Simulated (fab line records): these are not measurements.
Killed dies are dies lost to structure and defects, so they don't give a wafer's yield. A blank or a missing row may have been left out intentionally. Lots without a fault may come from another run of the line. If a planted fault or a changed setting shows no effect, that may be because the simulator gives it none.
fab line records	flow n5-finfet
[record] lots = 5	wafers = 15	last-day = 19
route steps=1938 shown MOL_CONTACT_COAG@550 PASSIVATION@1936
lots that met no fault: from a run of the same line without faults
start-h: hours from the record's opening day to when the first of the lot's shown wafers began	wait-h: time in hours since the lot's previous step	" identical to the entry in the row above	L1.1+2: one row covering several wafers at once	- no value present, or no start provided	* or withheld: withheld	< > ~ a bound
route shown NAME@n: names a module that has steps shown in the file, with the first one's number in the route	usual: mean/standard deviation of fault-free wafers	same: alike in all rows	chamber/n: place in a boat	sites: each site's reading	_std_site: standard deviation across them	_edge_site: inner sites' mean taken away from outer sites' mean	radius-mm: how far each site lies from the wafer's centre	mask NAME#n: copy n	behind: the most recent tool/chamber to have shaped the wafer	hold: the reason the lot was held/the length of the hold in hours/how it ended	device: whichever transistor did not switch (one of n, p or np)	end of line: tests of these same wafers at the route's end	a step without rows: its recipe alone	killed: the dies lost at the first sort to structure and to defects; this is not the yield of the wafer	map: per-die view of a wafer (x killed, . not killed, _ where there is no die)
set.NAME: the setting the step ran with; set.NAME@STEP: the setting that earlier step ran with	model.NAME: the simulator's own value behind a step, which no gauge read
lots seen at some steps along the route; tables by step, rows by wafer
services: a tool's chamber out of use, with start hour (start-h, from the record's first day; less than 0 if before it), hours out, and reason
[[steps]]
[step N5_MOL_CONTACT_COAG_PRE_CLEAN_142]
[recipe] gas = H2/He	time-s = 60	temp-c = 300
[step N5_MOL_CONTACT_COAG_SPUTTER_130]
[recipe] material = Co	target-thk-a = 475	temp-c = 25	chamber-pressure-pa = 0.5	power-w = 3000
[usual] chamber-pressure-pa = 0.5001/0.00099	throttle-valve-pct = 29.9/1.1
lot.wafer	tool	chamber	start-h	wait-h	chamber-pressure-pa	throttle-valve-pct
L240.1	pvd-sputter-03	-	103.95	0.0	0.4995	29.5
L240.3	"	-	"	"	0.4993	30.8
L240.5	"	-	"	"	0.4997	29.0
L244.3	pvd-sputter-03	-	127.80	0.0	0.4998	31.1
L244.4	"	-	"	"	0.5009	29.2
L244.5	"	-	"	"	0.5005	29.1
L255.1	pvd-sputter-02	-	198.58	0.0	0.4997	30.2
L255.3	"	-	"	"	0.5004	27.1
L255.6	"	-	"	"	0.4995	30.1
L257.1	pvd-sputter-02	-	211.90	0.0	0.5008	30.4
L257.5	"	-	"	"	0.5006	30.1
L257.6	"	-	"	"	0.4998	30.6
L262.3	pvd-sputter-01	-	233.58	0.0	0.5011	28.6
L262.4	"	-	"	"	0.5017	30.5
L262.5	"	-	"	"	0.4997	30.5
[step N5_MOL_CONTACT_COAG_PRECLEAN_125]
[recipe] chemistry = DIW	time-s = 57.5	temp-c = 23
[step N5_MOL_CONTACT_COAG_SRD_126]
[recipe] dry-time-s = 32	dry = n2-spin	spin-rpm = 1500
[step N5_MOL_CONTACT_COAG_CMP_23]
[recipe] stop-on = SiO2	t-overpolish-s = 1.5	post-cmp-clean = cu-alkaline	down-force-psi = 2	platen-rpm = 50.289	pad-velocity-m-s = 1.0006	target-thk-nm = 0
[step N5_MOL_CONTACT_COAG_WET_ETCH_26]
[recipe] target = Co	target-depth-nm = 13
[step N5_MOL_CONTACT_COAG_WET_ETCH_116]
[recipe] chemistry = SC1-inhibited	target-depth-nm = 4.6	dry = ipa-marangoni	rinse-time-s = 30	rinse-temp-c = 23
[step N5_MOL_CONTACT_COAG_ALD_27]
[recipe] material = SiOC	target-thk-a = 170	temp-c = 400	ald-precursor-family = carbosiloxane	ald-co-reactant = H2-plasma	pulse-time-s = 1.5	time-s = 2720	purge-time-s = 2	co-reactant-purge-time-s = 2	ald-cycles = 340	pressure-torr = 2
[usual] ald-cycles = 340/0	heater-power-w = 791/89	precursor-pulse-height-rel = 1.000/0.022
lot.wafer	tool	chamber	start-h	wait-h	ald-cycles	heater-power-w	precursor-pulse-height-rel	since-wet-clean-h
L240.1	ald-sin-04	3	104.95	0.0	340	765	1.024	6
L240.3	"	2	"	"	340	720	0.987	6
L240.5	"	1	"	"	340	765	1.006	-
L244.3	ald-sin-01	3	128.83	0.0	340	840	0.982	120
L244.4	"	2	"	"	340	875	1.020	120
L244.5	"	2	"	"	340	856	0.988	-
L255.1	ald-sin-01	1	200.07	0.5	340	719	1.010	192
L255.3	"	2	"	"	340	866	1.032	192
L255.6	"	1	"	"	340	740	1.016	-
L257.1	ald-sin-02	2	212.90	0.0	340	654	0.988	310
L257.5	"	0	"	"	340	774	0.995	-
L257.6	"	2	"	"	340	650	0.992	-
L262.3	ald-sin-01	3	234.60	0.0	340	850	1.010	226
L262.4	"	2	"	"	340	860	1.036	226
L262.5	"	0	"	"	340	925	0.981	-
[step N5_MOL_CONTACT_COAG_CMP_28]
[recipe] stop-on = SiNx	t-overpolish-s = 0.85	post-cmp-clean = alkaline-brush	down-force-psi = 4.15	platen-rpm = 51.8	pad-velocity-m-s = 1.0307	target-thk-nm = 14.522
[step N5_MOL_CONTACT_COAG_THK_MEAS_29]
[recipe] reads = SiNx_of_GATE_CUT_PECVD_57+SiNx_of_GATE_CUT_SAC_CAP_01
[usual] MD_CAP_THK = 17.94/0.078
lot.wafer	tool	chamber	start-h	wait-h	MD_CAP_THK[nm]
L240.1	film-metro-01	-	106.81	-	18.02
L240.3	"	-	"	"	17.99
L240.5	"	-	"	"	17.85
L244.3	film-metro-02	-	130.70	-	17.93
L244.4	"	-	"	"	17.91
L244.5	"	-	"	"	17.95
L255.1	film-metro-01	-	202.03	-	17.97
L255.3	"	-	"	"	17.86
L255.6	"	-	"	"	17.99
L257.1	film-metro-01	-	214.76	-	17.95
L257.5	"	-	"	"	17.92
L257.6	"	-	"	"	17.82
L262.3	film-metro-01	-	236.46	-	17.79
L262.4	"	-	"	"	17.90
L262.5	"	-	"	"	17.82
[step N5_MOL_CONTACT_COAG_ALD_123]
[recipe] material = SiNx	target-thk-a = 50	temp-c = 400	ald-precursor-family = SiH2I2	ald-co-reactant = N2/H2-plasma	pulse-time-s = 1	purge-time-s = 2	co-reactant-purge-time-s = 2	ald-cycles = 100	pressure-torr = 2
[usual] ald-cycles = 100/0	heater-power-w = 785/79	precursor-pulse-height-rel = 1.001/0.02
lot.wafer	tool	chamber	start-h	wait-h	ald-cycles	heater-power-w	precursor-pulse-height-rel	since-wet-clean-h	model.SiNx_of_MOL_CONTACT_COAG_ALD_123.thk-nm
L240.1	ald-sin-02	3	106.85	0.0	100	733	0.966	204	5
L240.3	"	0	"	"	100	773	0.997	204	5
L240.5	"	0	"	"	100	767	0.974	-	5
L244.3	ald-sin-01	2	130.73	0.0	100	869	1.017	122	5
L244.4	"	3	"	"	100	848	1.027	122	5
L244.5	"	0	"	"	100	908	0.984	-	5
L255.1	ald-sin-01	2	202.07	0.0	72	874	1.023	193	3.6
L255.3	"	3	"	"	100	836	1.023	193	5
L255.6	"	3	"	"	100	862	0.989	-	5
L257.1	ald-sin-04	3	214.80	0.0	100	783	0.999	116	5
L257.5	"	0	"	"	100	682	0.979	-	5
L257.6	"	3	"	"	100	768	0.975	-	5
L262.3	ald-sin-04	2	236.50	0.0	100	734	1.024	137	5
L262.4	"	1	"	"	100	745	1.013	137	5
L262.5	"	1	"	"	100	773	0.998	-	5
[step N5_MOL_CONTACT_COAG_PECVD_31]
[recipe] material = SiO2	target-thk-a = 460	temp-c = 400	precursor = TEOS/O2	pressure-torr = 6.5	rf-w = withheld	teos-flow-sccm = withheld	gas = O2	flow-sccm = 2650	time-s = 8.9
[step N5_MOL_CONTACT_COAG_COAT_75]
[recipe] resist = SOC	temp-c = 250	time-s = 60	spin-rpm = 1500	resist-thk-nm = 60
[step N5_MOL_CONTACT_COAG_COAT_76]
[recipe] resist = SiARC	temp-c = 220	time-s = 60	spin-rpm = 1500	resist-thk-nm = 10
[step N5_MOL_CONTACT_COAG_COAT_77]
[recipe] resist = underlayer	temp-c = 205	time-s = 60	spin-rpm = 1500	resist-thk-nm = 10
[step N5_MOL_CONTACT_COAG_COAT_78]
[recipe] resist = CAR-EUV	spin-rpm = 1500	resist-thk-nm = 40
[step N5_MOL_CONTACT_COAG_EBR_80]
[recipe] solvent = PGMEA	ebr-width-mm = 1.5
[step N5_MOL_CONTACT_COAG_SOFTBAKE_79]
[recipe] temp-c = 110	time-s = 60	resist = CAR-EUV
[step N5_MOL_CONTACT_COAG_EXPOSE_81]
[recipe] mask-id = VG	na = 0.33	source-shape = annular	sigma-inner = 0.3	sigma-outer = 0.7	polarization = unpolarized	defocus-nm = 0	dose-mj = 59.5
[step N5_MOL_CONTACT_COAG_PEB_82]
[recipe] peb-temp-c = 100	peb-time-s = 60	resist = CAR-EUV
[step N5_MOL_CONTACT_COAG_DEVELOP_83]
[recipe] develop-time-s = 30	developer = TMAH	resist = CAR-EUV	rinse-liquid = surfactant-rinse	dry = air-spin	dev-temp-c = 23
[step N5_MOL_CONTACT_COAG_CD_MEAS_84]
[recipe] target-cd-nm = 25.1	landing-energy-ev = 500	detector = se-inlens	polarity = opening
[usual] cd-nm = 25.09/0.26
[same] landing-energy-ev = 500
lot.wafer	tool	chamber	start-h	wait-h	cd-nm
L240.1	cd-sem-02	0	107.69	-	24.93
L240.3	"	0	"	"	24.95
L240.5	"	0	"	"	25.22
L244.3	cd-sem-02	0	131.59	-	25.57
L244.4	"	0	"	"	24.98
L244.5	"	0	"	"	25.25
L255.1	cd-sem-01	0	202.91	-	25.02
L255.3	"	0	"	"	25.14
L255.6	"	0	"	"	24.85
L257.1	cd-sem-01	0	215.76	-	24.76
L257.5	"	0	"	"	25.44
L257.6	"	0	"	"	24.98
L262.3	cd-sem-02	0	237.47	-	25.34
L262.4	"	0	"	"	25.31
L262.5	"	0	"	"	25.34
[step N5_MOL_CONTACT_COAG_OVL_MEAS_85]
[recipe] points-per-wafer = 522
[usual] VG_OVL = 0.1/0.7
lot.wafer	tool	chamber	start-h	wait-h	VG_OVL[nm]
L240.1	overlay-01	0	107.72	0.0	0.0
L240.3	"	0	"	"	-0.2
L240.5	"	0	"	"	0.6
L244.3	overlay-01	0	142.69	11.1	-1.3
L244.4	"	0	"	"	0.3
L244.5	"	0	"	"	-0.3
L255.1	overlay-01	0	202.94	0.0	0.9
L255.3	"	0	"	"	-0.6
L255.6	"	0	"	"	0.6
L257.1	overlay-01	0	215.79	0.0	0.2
L257.5	"	0	"	"	-0.1
L257.6	"	0	"	"	-0.1
L262.3	overlay-01	0	237.51	0.0	0.4
L262.4	"	0	"	"	-0.9
L262.5	"	0	"	"	0.2
[step N5_MOL_CONTACT_COAG_INSPECT_57]
[recipe] mode = adi	inspect-instrument = brightfield
[usual] raw-defect-count = 211/58
lot.wafer	tool	chamber	start-h	wait-h	raw-defect-count
L240.1	defect-inspect-01	-	107.78	0.1	251
L240.3	"	-	"	"	233
L240.5	"	-	"	"	147
L244.3	defect-inspect-02	-	142.74	0.0	186
L244.4	"	-	"	"	175
L244.5	"	-	"	"	268
L255.1	defect-inspect-02	-	203.00	0.1	164
L255.3	"	-	"	"	177
L255.6	"	-	"	"	270
L257.1	defect-inspect-01	-	215.85	0.1	211
L257.5	"	-	"	"	203
L257.6	"	-	"	"	241
L262.3	defect-inspect-02	-	237.55	0.0	254
L262.4	"	-	"	"	173
L262.5	"	-	"	"	259
[step N5_MOL_CONTACT_COAG_DESCUM_88]
[recipe] chemistry = O2	time-s = 7	source-power-w = 50	bias-power-w = 20	pressure-mtorr = 20	rf-frequency-hz = 2.712e+07	temp-c = 40	resist = CAR-EUV	o2-flow-sccm = 225
[step N5_MOL_CONTACT_COAG_ETCH_89]
[recipe] chemistry = N2/H2	target = underlayer	target-depth-a = 130	mask-material = CAR-EUV	time-s = 10.4	ion-energy-ev = 200	pressure-mtorr = 30	source-w = 840	bias-w = 150	n2-flow-sccm = 200	h2-flow-sccm = 200	ends = cleared
[step N5_MOL_CONTACT_COAG_ETCH_90]
[recipe] chemistry = CF4	target = SiARC	target-depth-a = 130	mask-material = CAR-EUV	time-s = 21.7	ion-energy-ev = 80	pressure-mtorr = 40	source-w = 545	bias-w = 36	Ar_flow_sccm = 100	cf4-flow-sccm = 100	ends = cleared
[step N5_MOL_CONTACT_COAG_ALD_131]
[recipe] material = SiO2	target-thk-a = 50	temp-c = 100	ald-precursor-family = BDEAS	ald-co-reactant = O2-plasma	pulse-time-s = 1	co-reactant-pulse-time-s = 1	purge-time-s = 2	co-reactant-purge-time-s = 2	ald-cycles = 35	pressure-torr = 2
[step N5_MOL_CONTACT_COAG_ETCHBACK_132]
[recipe] chemistry = CHF3	target = SiO2	target-depth-a = 100	time-s = 6.7	ion-energy-ev = 200	pressure-mtorr = 30	source-w = 610	bias-w = 170	Ar_flow_sccm = 200	CHF3_flow_sccm = 50
[usual] drypump-motor-current-A = 5.8/0.43	mfc-ar-sccm = 200.1/0.6	oes_f_703_au = 0.73/0.049	oes-product-au = 0.73/0.055	rf-vpp-V = 526/4.9	showerhead-plenum-p-Torr = 2.40/0.046	throttle-valve-pct = 18.73/0.14
lot.wafer	tool	chamber	start-h	wait-h	drypump-motor-current-A	mfc-ar-sccm	oes_f_703_au	oes-product-au	rf-hours-counter-h	rf-vpp-V	showerhead-plenum-p-Torr	throttle-valve-pct
L240.1	rie-diel-04	3	108.13	0.1	5.3	199.3	0.71	0.69	196	515	2.47	18.87
L240.3	"	1	"	"	5.3	201.3	0.71	0.71	192	530	2.46	18.70
L240.5	"	1	"	"	5.4	200.0	0.71	0.71	-	530	2.46	18.69
L244.3	rie-diel-02	1	143.39	0.1	5.7	200.1	0.75	0.74	158	533	2.39	18.86
L244.4	"	0	"	"	6.2	201.9	0.86	0.88	44	528	2.41	18.57
L244.5	"	2	"	"	4.9	200.6	0.75	0.76	-	530	2.38	18.93
L255.1	rie-diel-02	2	203.36	0.1	4.9	200.1	0.73	0.74	169	529	2.38	18.98
L255.3	"	1	"	"	5.7	199.3	0.73	0.73	183	533	2.38	18.89
L255.6	"	3	"	"	5.8	200.8	0.70	0.70	-	531	2.44	18.86
L257.1	rie-diel-02	0	216.23	0.1	6.2	200.1	0.82	0.84	72	529	2.40	18.62
L257.5	"	0	"	"	6.2	200.3	0.82	0.83	-	529	2.40	18.60
L257.6	"	3	"	"	5.8	200.2	0.70	0.69	-	531	2.44	18.88
L262.3	rie-diel-05	1	238.31	0.1	6.3	200.0	0.82	0.84	63	528	2.32	18.45
L262.4	"	3	"	"	5.5	200.3	0.72	0.72	191	523	2.46	18.70
L262.5	"	0	"	"	6.1	200.3	0.73	0.73	-	522	2.38	18.79
[step N5_MOL_CONTACT_COAG_ETCH_91]
[recipe] chemistry = N2/H2	target = SOC	target-depth-a = 600	overetch-a = 210	mask-material = SiARC	temp-c = 40	time-s = 101.2	ion-energy-ev = 200	pressure-mtorr = 30	source-w = 840	bias-w = 150	n2-flow-sccm = 200	h2-flow-sccm = 200
[usual] drypump-motor-current-A = 5.8/0.43	oes-product-au = 0.61/0.044	rf-vpp-V = 524.5/1.5	showerhead-plenum-p-Torr = 2.56/0.05	throttle-valve-pct = 17.83/0.17
lot.wafer	tool	chamber	start-h	wait-h	drypump-motor-current-A	oes-product-au	rf-hours-counter-h	rf-vpp-V	showerhead-plenum-p-Torr	throttle-valve-pct
L240.1	rie-diel-04	3	108.16	0.0	5.3	0.59	196	527.2	2.63	17.99
L240.3	"	1	"	"	5.3	0.60	192	526.1	2.63	17.78
L240.5	"	1	"	"	5.3	0.60	-	526.9	2.63	17.76
L244.3	rie-diel-02	1	143.42	0.0	5.7	0.63	158	524.7	2.55	17.90
L244.4	"	0	"	"	6.2	0.73	44	525.2	2.58	17.66
L244.5	"	2	"	"	4.9	0.64	-	523.4	2.54	18.10
L255.1	rie-diel-02	2	203.39	0.0	4.9	0.61	169	524.0	2.53	18.12
L255.3	"	1	"	"	5.7	0.60	183	522.7	2.53	17.95
L255.6	"	3	"	"	5.8	0.58	-	525.4	2.62	18.07
L257.1	rie-diel-02	0	216.27	0.0	6.2	0.70	72	524.0	2.57	17.69
L257.5	"	0	"	"	6.2	0.69	-	524.3	2.57	17.69
L257.6	"	3	"	"	5.8	0.58	-	525.2	2.61	18.06
L262.3	rie-diel-05	1	238.34	0.0	6.3	0.69	63	521.3	2.47	17.43
L262.4	"	3	"	"	5.5	0.60	191	526.4	2.64	17.80
L262.5	"	0	"	"	6.1	0.61	-	524.4	2.54	17.85
[step N5_MOL_CONTACT_COAG_STRIP_92]
[recipe] chemistry = N2/H2	temp-c = 40	n2-flow-sccm = 200	h2-flow-sccm = 200	rf-frequency-hz = 6e+07
[step N5_MOL_CONTACT_COAG_STRIP_93]
[recipe] chemistry = N2/H2	temp-c = 40	n2-flow-sccm = 200	h2-flow-sccm = 200	rf-frequency-hz = 6e+07
[step N5_MOL_CONTACT_COAG_ETCHBACK_135]
[recipe] chemistry = CHF3	target = SiO2	target-depth-a = 250	time-s = 16.7	ion-energy-ev = 200	pressure-mtorr = 30	source-w = 610	bias-w = 170	Ar_flow_sccm = 200	CHF3_flow_sccm = 50
[step N5_MOL_CONTACT_COAG_STRIP_118]
[recipe] chemistry = CHF3	resist = SiARC	rf-frequency-hz = 6e+07
[step N5_MOL_CONTACT_COAG_VIA_ETCH_46]
[recipe] chemistry = C4F6/O2	target-depth-a = 460	overetch-a = 92	mask-material = SOC	target = SiO2	bias-w = 455	pressure-mtorr = 10	time-s = 40	source-w = 325	Ar_flow_sccm = 300	C4F6_flow_sccm = 10	O2_flow_sccm = 10	ion-energy-ev = 575.3	ends = end-point
[step N5_MOL_CONTACT_COAG_STRIP_96]
[recipe] chemistry = N2/H2	power-w = 500	temp-c = 40	pressure-mtorr = 50	rf-frequency-hz = 6e+07	overash-fraction = 0.3	bias-power-w = 28	h2-frac = 0.5	n2-flow-sccm = 300	h2-flow-sccm = 300
[step N5_MOL_CONTACT_COAG_ETCH_47]
[recipe] chemistry = CH3F/O2	target = SiNx	target-depth-a = 270	mask-material = SiO2	stop-on = W	over-etch-frac = 0.2	ion-energy-ev = 120	endpoint = OES-CN	pressure-mtorr = 30	source-w = 395	bias-w = 73	Ar_flow_sccm = 150	CH3F_flow_sccm = 30	O2_flow_sccm = 20	ends = end-point
[usual] drypump-motor-current-A = 5.8/0.42	etch-rf-on-time-s = 31.3/0.36	mfc-ar-sccm = 150.1/0.45	oes_f_703_au = 0.73/0.048	oes_o_777_au = 0.73/0.051	oes-product-au = 0.65/0.049	rf-vpp-V = 298.3/2.7	showerhead-plenum-p-Torr = 2.02/0.039	throttle-valve-pct = 16.37/0.14
lot.wafer	tool	chamber	start-h	wait-h	drypump-motor-current-A	etch-rf-on-time-s	mfc-ar-sccm	oes_f_703_au	oes_o_777_au	oes-product-au	rf-hours-counter-h	rf-vpp-V	showerhead-plenum-p-Torr	throttle-valve-pct
L240.1	rie-diel-04	3	108.39	0.0	5.4	31.8	149.6	0.71	0.70	0.62	196	292.3	2.07	16.50
L240.3	"	1	"	"	5.3	31.7	150.2	0.71	0.71	0.64	192	300.9	2.07	16.32
L240.5	"	1	"	"	5.3	31.6	149.8	0.70	0.70	0.64	-	300.7	2.07	16.34
L244.3	rie-diel-02	1	143.65	0.0	5.7	31.0	150.1	0.75	0.74	0.67	158	301.4	2.00	16.45
L244.4	"	0	"	"	6.2	30.8	149.9	0.86	0.87	0.78	44	301.3	2.03	16.17
L244.5	"	2	"	"	4.9	31.1	150.2	0.75	0.76	0.68	-	301.1	2.00	16.55
L255.1	rie-diel-02	2	203.62	0.0	4.9	31.2	150.2	0.73	0.73	0.66	169	300.7	2.00	16.58
L255.3	"	1	"	"	5.7	31.0	149.1	0.73	0.72	0.65	183	301.6	2.00	16.49
L255.6	"	3	"	"	5.8	31.6	150.2	0.70	0.69	0.62	-	299.7	2.05	16.52
L257.1	rie-diel-02	0	216.50	0.0	6.2	31.3	149.6	0.82	0.82	0.75	72	299.4	2.02	16.24
L257.5	"	0	"	"	6.2	31.2	150.4	0.82	0.83	0.75	-	299.0	2.02	16.25
L257.6	"	3	"	"	5.8	31.3	149.0	0.70	0.69	0.62	-	301.3	2.05	16.52
L262.3	rie-diel-05	1	238.57	0.0	6.3	30.2	149.6	0.82	0.82	0.75	63	298.3	1.95	16.05
L262.4	"	3	"	"	5.5	31.4	149.6	0.72	0.72	0.64	191	297.8	2.07	16.37
L262.5	"	0	"	"	6.1	31.0	150.3	0.72	0.73	0.65	-	295.5	2.00	16.44
[step N5_MOL_CONTACT_COAG_STRIP_119]
[recipe] chemistry = N2/H2	time-s = 30	power-w = 1000	temp-c = 250	pressure-mtorr = withheld	n2-flow-sccm = 1750	h2-flow-sccm = 3250
[step N5_MOL_CONTACT_COAG_PRECLEAN_144]
[recipe] chemistry = alkaline-clean	temp-c = 60	time-s = 60	do-ppb = 50
[step N5_MOL_CONTACT_COAG_SRD_145]
[recipe] dry = ipa-marangoni	time-s = 30	temp-c = 23	rinse-liquid = diw
[step N5_MOL_CONTACT_COAG_ETCH_124]
[recipe] chemistry = CH3F/O2	target = SiNx	target-depth-a = 65	mask-material = SOC	stop-on = SiOC	over-etch-frac = 0.3	ion-energy-ev = 120	pressure-mtorr = 30	source-w = 395	bias-w = 73	Ar_flow_sccm = 150	CH3F_flow_sccm = 30	O2_flow_sccm = 20	ends = end-point
[usual] drypump-motor-current-A = 5.8/0.44	mfc-ar-sccm = 150.0/0.52	oes_f_703_au = 0.75/0.053	oes_o_777_au = 0.74/0.055	oes-product-au = 0.64/0.05	rf-vpp-V = 299.0/2.5	showerhead-plenum-p-Torr = 2.02/0.037	throttle-valve-pct = 16.34/0.15
lot.wafer	tool	chamber	start-h	wait-h	drypump-motor-current-A	mfc-ar-sccm	oes_f_703_au	oes_o_777_au	oes-product-au	rf-hours-counter-h	rf-vpp-V	showerhead-plenum-p-Torr	throttle-valve-pct	model.etch.depth-nm
L240.1	rie-diel-05	1	109.68	0.0	6.3	149.8	0.89	0.88	0.77	20	297.7	1.96	15.98	5.01
L240.3	"	2	"	"	5.7	149.8	0.75	0.75	0.63	177	296.9	2.00	16.16	5.026
L240.5	"	2	"	"	5.7	150.4	0.75	0.74	0.64	-	298.9	2.00	16.18	5.034
L244.3	rie-diel-02	3	147.15	0.0	5.8	150.6	0.72	0.71	0.61	214	303.1	2.06	16.46	5.025
L244.4	"	1	"	"	5.7	150.1	0.75	0.74	0.65	160	302.2	2.00	16.42	5.023
L244.5	"	3	"	"	5.8	150.4	0.71	0.70	0.61	-	301.4	2.06	16.46	4.997
L255.1	rie-diel-02	1	205.37	0.0	5.7	149.1	0.73	0.73	0.52	184	301.7	2.00	16.48	3.577
L255.3	"	0	"	"	6.2	149.9	0.82	0.83	0.72	68	300.9	2.02	16.22	5.02
L255.6	"	0	"	"	6.3	149.5	0.82	0.83	0.72	-	300.7	2.02	16.21	5.005
L257.1	rie-diel-02	0	218.01	0.0	6.2	149.8	0.81	0.83	0.72	73	300.0	2.02	16.21	5.012
L257.5	"	3	"	"	5.8	150.6	0.70	0.68	0.59	-	300.7	2.05	16.50	4.973
L257.6	"	2	"	"	4.9	150.0	0.72	0.73	0.62	-	300.9	1.99	16.58	5.017
L262.3	rie-diel-02	1	240.67	0.0	5.7	151.1	0.73	0.72	0.61	198	301.4	1.99	16.48	4.99
L262.4	"	2	"	"	4.9	150.2	0.71	0.72	0.61	-	300.1	1.99	16.61	4.997
L262.5	"	1	"	"	5.7	149.8	0.72	0.72	0.61	-	300.8	1.99	16.52	4.999
[step N5_PASSIVATION_PROBE_49]
[usual] killed_at_M0_to_M3 = 37/12	killed_at_M4_up = 15/5.6	killed-at-contacts = 13/6.9	killed-at-front-end = 40/11	killed-at-other = 4/3.2	killed-dies = 109/20	killed-open = 73/15	killed-short = 35/8.3
[same] gross-dies = 1180	killed-at-back-side = 0
lot.wafer	tool	chamber	start-h	wait-h	killed_at_M0_to_M3	killed_at_M4_up	killed-at-contacts	killed-at-front-end	killed-at-other	killed-dies	killed-open	killed-short
L240.1	prober-01	-	341.66	0.0	40	27	21	24	3	115	74	41
L240.3	prober-01	-	341.76	0.1	42	17	16	31	7	113	80	33
L240.5	prober-01	-	341.86	0.2	50	26	7	36	4	123	68	52
L255.1	prober-01	-	425.88	0.0	38	16	21	35	0	110	64	45
L255.3	prober-01	-	425.98	0.1	33	6	11	35	1	86	56	30
L255.6	prober-01	-	426.13	0.3	42	10	26	28	13	119	77	40
// killed by level:class
L240.1 MOL_CONTACT_COAG:geometric-particle:open=16 BEOL_M4:geometric-particle:open=11 BEOL_M3:geometric-particle:open=10 BEOL_M0_SAQP:geometric-particle:short=10 FIN_SAQP:geometric-particle:open=5 BEOL_M1:geometric-particle:open=5 MOL_CONTACT_COAG:geometric-particle:short=5 FIN_SAQP:geometric-particle:short=4
L240.3 BEOL_M1:geometric-particle:open=13 MOL_CONTACT_COAG:geometric-particle:open=11 DUMMY_GATE:geometric-particle:open=9 BEOL_M0_SAQP:geometric-particle:open=7 BEOL_M3:geometric-particle:open=7 BEOL_M4:geometric-particle:open=7 MOL_CONTACT_COAG:geometric-particle:short=5 BEOL_M0_SAQP:geometric-particle:short=5
L240.5 STI_FIN_REVEAL:geometric-particle:open=11 BEOL_M0_SAQP:geometric-particle:short=11 BEOL_M4:geometric-particle:open=11 STARTING-WAFER:geometric-particle:short=9 BEOL_M2:geometric-particle:short=8 BEOL_M1:geometric-particle:open=7 BEOL_M0_SAQP:geometric-particle:open=6 MOL_CONTACT_COAG:geometric-particle:open=6
L255.1 MOL_CONTACT_COAG:geometric-particle:open=16 BEOL_M1:geometric-particle:open=8 BEOL_M2:geometric-particle:short=8 BEOL_M0_SAQP:geometric-particle:short=7 STARTING-WAFER:geometric-particle:short=7 STI_FIN_REVEAL:geometric-particle:open=6 BEOL_M3:geometric-particle:open=6 FIN_SAQP:geometric-particle:short=5
L255.3 MOL_CONTACT_COAG:geometric-particle:open=10 FIN_SAQP:geometric-particle:short=9 BEOL_M0_SAQP:geometric-particle:open=9 FIN_SAQP:geometric-particle:open=7 BEOL_M2:geometric-particle:short=6 BEOL_M3:geometric-particle:open=6 BEOL_M2:geometric-particle:open=5 STARTING-WAFER:geometric-particle:short=4
L255.6 MOL_CONTACT_COAG:geometric-particle:open=18 BEOL_M2:geometric-particle:open=17 FIN_SAQP:geometric-particle:short=9 MOL_CONTACT_COAG:geometric-particle:short=8 FIN_SAQP:geometric-particle:open=6 BEOL_M2:geometric-particle:short=6 BEOL_M0_SAQP:geometric-particle:short=5 BEOL_M3:geometric-particle:open=5
[[services]]
tool	chamber	start-h	hours	kind
pvd-sputter-02	-	84.23	21.7	repair
ald-sin-04	-	85.25	14.0	pm
ald-sin-04	0	85.25	14.0	vent-cycle
ald-sin-04	1	85.25	14.0	vent-cycle
rie-diel-02	-	91.19	4.7	repair
ald-sin-01	-	102.83	2.8	pm
pvd-sputter-01	-	106.85	4.6	repair
ald-sin-04	-	113.38	14.6	pm
pvd-sputter-03	-	118.44	0.6	repair
ald-sin-01	-	119.33	4.3	pm
ald-sin-04	-	133.53	6.0	pm
rie-diel-04	1	137.43	26.9	repair
rie-diel-04	-	140.31	15.6	pm
pvd-sputter-02	-	143.09	2.5	repair
ald-sin-01	-	143.33	14.6	pm
rie-diel-02	-	187.57	0.5	repair
rie-diel-05	1	217.15	4.6	repair
rie-diel-02	1	217.15	5.2	repair
rie-diel-04	3	230.56	7.6	repair
rie-diel-02	3	237.75	-	clean
rie-diel-02	3	237.75	-	consumable-replace:esc
rie-diel-02	3	237.75	-	consumable-replace:focus-ring
rie-diel-02	3	237.75	29.9	scheduled-down
rie-diel-02	3	237.75	29.9	vent-cycle
[[key]]
[first-sign] step = N5_MOL_CONTACT_COAG_ALD_123	reading = ald-cycles	direction = down	sigmas = 99+	usual = *	struck = *
effect none on later readings
[model-effect] step = N5_MOL_CONTACT_COAG_ALD_123	value = SiNx_of_MOL_CONTACT_COAG_ALD_123.thk-nm	without = 5	struck = 3.6
[model-effect] step = N5_MOL_CONTACT_COAG_ETCH_124	value = etch.depth-nm	without = 4.977	struck = 3.577
met-at N5_MOL_CONTACT_COAG_ALD_123
struck-wafers L255.1
tester-left-out L255
onset-between 130.73 202.07
[fault] kind = process-parameter-drift	tool = ald-sin-01	chamber = -	onset-h = 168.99	steps = N5_MOL_CONTACT_COAG_ALD_123	channel = ald-cycles	offset = *	shape = step	end-h = 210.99	scope = struck-wafers-only	acts-in = *	stated = *
// tester-left-out: of these lots the tester's yield and bins aren't shown, on N5 and GAA mostly nor the transistor test; their killed dies are dies lost to structure and defects alone, not to doping, threshold or leakage, so they don't give the yield
